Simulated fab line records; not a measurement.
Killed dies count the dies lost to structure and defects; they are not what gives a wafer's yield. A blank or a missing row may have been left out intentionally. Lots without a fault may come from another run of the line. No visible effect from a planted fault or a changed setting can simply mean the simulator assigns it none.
Chamber matching | flow n5Finfet | 4 sister chambers for N5_BEOL_M3_ALD_84 on aldMetal-02
The step deposits TaN, pulse time 2 s, purge time 3 s, co reactant purge time 2 s. 20 wafers are shown with their chamber, then 10 later ones without.

== EACH WAFER AND ITS CHAMBER ==
wafer  | chamber | heaterPowerW (W) | precursorVesselTempC (C)
L077.1 | 3       | 414              | 74.94
L077.4 | 0       | 435              | 75.26
L077.5 | 1       | 435              | 74.96
L079.1 | 0       | 446              | 74.89
L079.4 | 3       | 409              | 75.11
L079.6 | 3       | 417              | 74.92
L082.2 | 2       | 461              | 74.98
L082.4 | 0       | 428              | 74.68
L082.5 | 0       | 440              | 74.99
L083.2 | 2       | 451              | 75.07
L083.5 | 3       | 421              | 74.93
L083.6 | 2       | 470              | 75.25
L080.1 | 3       | 419              | 75.12
L080.3 | 2       | 463              | 74.93
L080.6 | 1       | 438              | 75.13
L085.1 | 2       | 450              | 75.02
L085.2 | 0       | 433              | 74.92
L085.4 | 1       | 437              | 74.80
L089.1 | 2       | 454              | 75.06
L089.2 | 0       | 436              | 74.85

SIGNATURES (averages over the wafers above)
reading              | chamber 0 | chamber 1 | chamber 2 | chamber 3 | scatter within a chamber
heaterPowerW         | 436.33    | 436.67    | 458.17    | 416.00    | 6.07
precursorVesselTempC | 74.9317   | 74.9633   | 75.0517   | 75.0040   | 0.146
Rule: a wafer lies at a distance from a chamber equal to the root of the sum of squares, over the readings, of (its reading less the chamber's mean, divided by the reading's scatter). The wafer belongs to the nearest chamber; if the next one is less than 2 further off, it can't be placed. The scatter: the root of (the sum of the squares of (reading less its chamber's mean) over the shown wafers, divided by (wafers less chambers)).

== WAFERS WITHOUT THEIR CHAMBER ==
wafer  | heaterPowerW (W) | precursorVesselTempC (C)
L089.6 | 437              | 75.09
L091.1 | 456              | 75.13
L091.4 | 426              | 74.80
L091.5 | 426              | 74.98
L093.3 | 461              | 74.94
L093.4 | 428              | 75.08
L093.6 | 432              | 75.09
L096.2 | 426              | 74.75
L096.3 | 432              | 75.08
L096.4 | 442              | 75.01

== WHICH CHAMBER EACH WENT THROUGH ==
wafer  | from the rows above          | in truth
L089.6 | can't be placed: 1 or 0      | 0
L091.1 | 2                            | 2
L091.4 | can't be placed: 0 or 1 or 3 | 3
L091.5 | can't be placed: 3 or 0 or 1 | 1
L093.3 | 2                            | 2
L093.4 | can't be placed: 1 or 0 or 3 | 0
L093.6 | can't be placed: 1 or 0 or 3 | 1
L096.2 | can't be placed: 0 or 1 or 3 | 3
L096.3 | can't be placed: 1 or 0 or 3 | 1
L096.4 | can't be placed: 1 or 0 or 2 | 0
Placed correctly: 2 of 10. Cannot be placed on the basis of these rows: 8; the candidates contain the true chamber in 8. Placed wrongly: 0.
